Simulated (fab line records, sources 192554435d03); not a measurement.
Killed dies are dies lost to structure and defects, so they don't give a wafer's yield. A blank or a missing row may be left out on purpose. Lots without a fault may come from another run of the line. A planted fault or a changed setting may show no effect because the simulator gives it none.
A struck lot beside a sound one | flow n5_finfet | 36 steps out of a route of 1938
Sound: wafers L662.1, L662.2, L662.4. Struck: wafer L674.2. (L674.1 of the same lot was not struck and is left out.) The cause comes at the end.
At each step with rows: each side's tool, then ch and its chambers, then its first start. Under that, the readings that differ: sound wafers | struck wafers | difference of the means | sigmas: that difference in standard deviations of wafers without a fault.
alike: readings whose means differ by less than 2 such deviations, and words and numbers that are the same on both sides. not compared: withheld readings, readings that some wafer has no value for, bounds like >300 that may hide the same value, and numbers for which the record gives no deviation and whose values overlap.
The two part at a step that has a row with sigmas, a row that says differs or no value, or rows on one side only. Numbers that don't overlap but have no deviation are shown without sigmas and don't part them. A reading that every wafer of one side lacks parts them only if that side has two wafers or more.

first, 10 steps without rows for these wafers: N5_FIN_SAQP_ETCH_69 (etches SOC in N2/H2, stops on SiNx, target depth 150 nm); N5_FIN_SAQP_ETCH_67 (etches SiNx in CH3F/O2, target depth 30 nm); N5_FIN_SAQP_STRIP_70 (strips in N2/H2); N5_FIN_SAQP_RECESS_71 (chemistry HF/NH3, target SiO2, target depth 3 nm, afs cycles 1, sublimation time 60 s); N5_FIN_SAQP_SPACER2_ALD_28 (deposits SiO2, target thk 8.1 nm, pulse time 1 s, purge time 2 s); N5_FIN_SAQP_SPACER2_ETCHBACK_29 (etches SiO2 in CHF3/O2, target depth 12.2 nm, time 6.1 s); N5_FIN_SAQP_MANDREL2_REMOVE_60 (chemistry HBr/Cl2/O2, target a-Si, stops on SiNx, bt time 10 s); N5_FIN_SAQP_HM_OPEN_33 (chemistry CH3F/O2, target SiNx, target depth 49.4 nm, time 70.6 s); N5_FIN_SAQP_ETCH_34 (etches SiO2 in C4F6/O2, target depth 45 nm, time 15 s); N5_FIN_SAQP_STRIP_77 (strips in N2/H2, time 90 s).
N5_FIN_SAQP_ETCH_64: etches SiO2 in CF4, target depth 1.5 nm.
  sound on rie_si-06 ch 0,1,2, day 2 08:37; struck on rie_si-06 ch 2, day 5 08:31
  reading                                      | sound             | struck | difference | sigmas
  oes_product_au (a.u.)                        | 0.990 1.024 0.985 | 1.319  | +0.319     | +18
  model.SiNx_of_FIN_SAQP_HM_DEP_03.thk_nm (nm) | 32.4 32.6 32.8    | 32     | -1         |
  model.etch.depth_nm (nm)                     | 1.497 1.494 1.52  | 2.332  | +0.828     |
  alike: drypump_motor_current_A, he_backside_leak_sccm, rf_fwd_power_W, throttle_valve_pct
  not compared: rf_hours_counter_h
then, 23 steps without rows for these wafers: N5_FIN_SAQP_FIN_ETCH_36 (etches the open film in HBr/Cl2/O2, target depth 120 nm, time 50.4 s); N5_FIN_SAQP_PRECLEAN_38 (cleans in O3/DIW, time 45 s); N5_FIN_SAQP_PRECLEAN_45 (cleans in dHF, time 10 s); N5_FIN_SAQP_SRD_39 (time 30 s); N5_FIN_CUT_COAT_18 (time 60 s, resist thk 230 nm); N5_FIN_CUT_COAT_19 (time 60 s, resist thk 20 nm); N5_FIN_CUT_COAT_29 (time 60 s, resist thk 10 nm); N5_FIN_CUT_COAT_02 (resist thk 30 nm); N5_FIN_CUT_EBR_04; N5_FIN_CUT_SOFTBAKE_03 (time 60 s); N5_FIN_CUT_EXPOSE_05 (exposes mask FIN CUT); N5_FIN_CUT_PEB_06 (peb time 60 s); N5_FIN_CUT_DEVELOP_07 (develop time 30 s); N5_FIN_CUT_DESCUM_13 (chemistry O2, time 7 s); N5_FIN_CUT_ETCH_30 (etches underlayer in N2/H2, target depth 13 nm, time 10.4 s); N5_FIN_CUT_ETCH_20 (etches SiARC in CF4, target depth 26 nm, time 43.3 s); N5_FIN_CUT_ETCH_21 (etches SOC in N2/H2, target depth 219 nm, overetch 43.8 nm, time 523.5 s); N5_FIN_CUT_STRIP_23 (strips in N2/H2); N5_FIN_CUT_STRIP_31 (strips in N2/H2); N5_FIN_CUT_STRIP_24 (strips in CF4); N5_FIN_CUT_CUT_ETCH_26 (etches SiNx in CH3F/O2, target depth 39 nm, time 55.7 s); N5_FIN_CUT_CUT_ETCH_27 (etches SiO2 in CHF3/O2, target depth 4 nm, overetch 2 nm, time 4.9 s); N5_FIN_CUT_PRECLEAN_35 (cleans in vHF, time 13.3 s).
N5_STI_FIN_REVEAL_RECESS_09: chemistry HF/NH3, target SiO2, afs cycles 11, target depth 42.5 nm, sublimation time 60 s.
  sound on vapor_etch-02 ch 0,1, day 2 16:51; struck on vapor_etch-01 ch 1, day 5 16:38
  reading                                      | sound          | struck | difference | sigmas
  model.SiNx_of_FIN_SAQP_HM_DEP_03.thk_nm (nm) | 18.4 18.4 18.2 | 17.4   | -0.9       |
  alike: drypump_motor_current_A
-- the record jumps here: 6 days lie between the struck wafers' starts before and after (it left off in module STI_FIN_REVEAL and takes up again in module BEOL_M4, whose first step shown is number 1111 of the route) --
N5_BEOL_M4_RC_MEAS_101:
  sound on prober-02 ch 0, day 8 01:46; struck on prober-01 ch 0, day 11 16:17
  reading       | sound          | struck | difference | sigmas
  SS_N (mV/dec) | 72.4 71.7 71.8 | 70.3   | -1.7       | -3
  SS_P (mV/dec) | 73.8 72.9 73.6 | 72.2   | -1.2       | -2
  alike: DIBL_N, DIBL_P, IOFF_N, IOFF_P, ION_N, ION_P, VT_N, VT_P

WHERE THEY PART
First at N5_FIN_SAQP_ETCH_64; last, within this record, at N5_BEOL_M4_RC_MEAS_101.

WHY: what the simulator had put in
Process parameter drift: rie_si-06, from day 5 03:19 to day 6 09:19, at N5_FIN_SAQP_ETCH_64. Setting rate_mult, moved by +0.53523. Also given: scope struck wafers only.
